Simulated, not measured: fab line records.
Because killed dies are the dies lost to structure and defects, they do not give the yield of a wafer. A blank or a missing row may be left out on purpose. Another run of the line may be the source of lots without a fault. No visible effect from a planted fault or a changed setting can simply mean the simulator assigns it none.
Lot-split experiment | flow n5 finfet | 7 lots, 21 wafers read, on a route of 1938 steps

== SPLIT DETAILS ==
At N5_MIM_TOP_ETCH_PECVD_03 (deposits SiNx from SiH4/NH3/N2, target thk 20 nm, time 17.6 s), the setting time s was moved away from the recipe's 17.6 s on 7 of the 21 wafers read, by -14.7% to +12.6%. This setting was run at the recipe's value on the other wafers.

The reading comes from the split's own step.

== THE READING ==
SiNx_of_MIM_TOP_ETCH_PECVD_03.thk nm (the simulator's own value, which no gauge read), in nm, at N5_MIM_TOP_ETCH_PECVD_03 (deposits SiNx from SiH4/NH3/N2, target thk 20 nm, time 17.6 s). The file gives no usual value for it. The 14 wafers here that ran the recipe average 19.9 nm, standard deviation 0.31 nm.

wafer  | tool, chamber at the split | time s as run, s | against the recipe | SiNx_of_MIM_TOP_ETCH_PECVD_03.thk nm, nm | against lot-mates on the recipe
L079.4 | pecvd-02, 0                | 17.6             | recipe             | 20                                       | -
L079.5 | pecvd-02, 1                | 19.82            | +12.6%             | 23.4                                     | +3.3
L079.6 | pecvd-02, 2                | 17.6             | recipe             | 20.2                                     | -
L089.1 | pecvd-01, 2,0              | 15.17            | -13.8%             | 17                                       | -2.4
L089.3 | pecvd-01, 2,0              | 15.17            | -13.8%             | 17                                       | -2.4
L089.2 | pecvd-01, 1                | 17.6             | recipe             | 19.4                                     | -
L090.1 | pecvd-02, 1                | 15.51            | -11.9%             | 17.8                                     | -2.0
L090.2 | pecvd-02, 0                | 17.6             | recipe             | 19.8                                     | -
L090.3 | pecvd-02, 2                | 15.51            | -11.9%             | 17.4                                     | -2.4
L091.2 | pecvd-02, 2                | 17.6             | recipe             | 19.6                                     | -
L091.4 | pecvd-02, 2                | 17.6             | recipe             | 20                                       | -
L091.6 | pecvd-02, 0                | 17.6             | recipe             | 19.8                                     | -
L092.1 | pecvd-01, 0,2              | 17.6             | recipe             | 19.8                                     | -
L092.2 | pecvd-01, 0,2              | 17.6             | recipe             | 19.8                                     | -
L092.4 | pecvd-01, 0                | 18.97            | +7.8%              | 21.6                                     | +1.8
L093.3 | pecvd-01, 2                | 17.6             | recipe             | 20.4                                     | -
L093.5 | pecvd-01, 0                | 15.02            | -14.7%             | 17.6                                     | -2.9
L093.6 | pecvd-01, 2                | 17.6             | recipe             | 20.6                                     | -
L095.2 | pecvd-01, 1,2              | 17.6             | recipe             | 19.8                                     | -
L095.3 | pecvd-01, 1,2              | 17.6             | recipe             | 19.8                                     | -
L095.4 | pecvd-01, 2                | 17.6             | recipe             | 20.2                                     | -
Where a row lists several chambers, the file gives one row for several wafers and doesn't say which wafer went through which chamber.

THE FIT
A straight line over all 21 wafers: SiNx_of_MIM_TOP_ETCH_PECVD_03.thk nm changes by +0.211 nm for each +1% of time s; r = +0.97; the points scatter about the line by 0.36 nm.
The same after taking each lot's own level away (the mean of its wafers on the recipe; 21 wafers): +0.202 nm for each +1%; r = +0.99; scatter 0.24 nm.
On that fit, the largest move of time s shifts the reading by 3 nm.
The span of the lots' own levels, 19.40 to 20.50 nm, comes to 3.6 times the standard deviation stated above.
So the lot-to-lot level changes the slope little: the two slopes agree.
Check: for one of the wafers moved furthest among these (-14.7%), held out of the fit, the line's prediction against its lot-mates is -2.84 nm. Against them it came out at -2.9 nm.

== THESE WAFERS: OTHER SPLITS ==
Before the reading, these wafers also passed through other splits. Each is held against what the fit with the lots' levels taken away leaves over:
other split on the same wafers | wafers away from the commonest value | r with SiNx_of_MIM_TOP_ETCH_PECVD_03.thk nm (lot level and that fit taken away)
N5_BEOL_M8_DESCUM_33 time s    | 6                                    | +0.30
N5_BEOL_M9_DESCUM_16 time s    | 11                                   | +0.01
N5_BEOL_M10_COAT_63 spin rpm   | 5                                    | -0.06
N5_BEOL_M10_COAT_64 spin rpm   | 5                                    | +0.01
N5_BEOL_M11_DEP_56 time s      | 6                                    | +0.07
N5_BEOL_M13_SPUTTER_43 time s  | 8                                    | -0.27
N5_BEOL_M14_COAT_22 spin rpm   | 4                                    | -0.36
N5_BEOL_M14_DESCUM_33 time s   | 7                                    | -0.14
N5_BEOL_M15_SPUTTER_43 power w | 6                                    | -0.26

== FILE'S OWN FIT ==
SiNx_of_MIM_TOP_ETCH_PECVD_03.thk nm changes by +0.205 nm for each +1% of time s, r = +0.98.
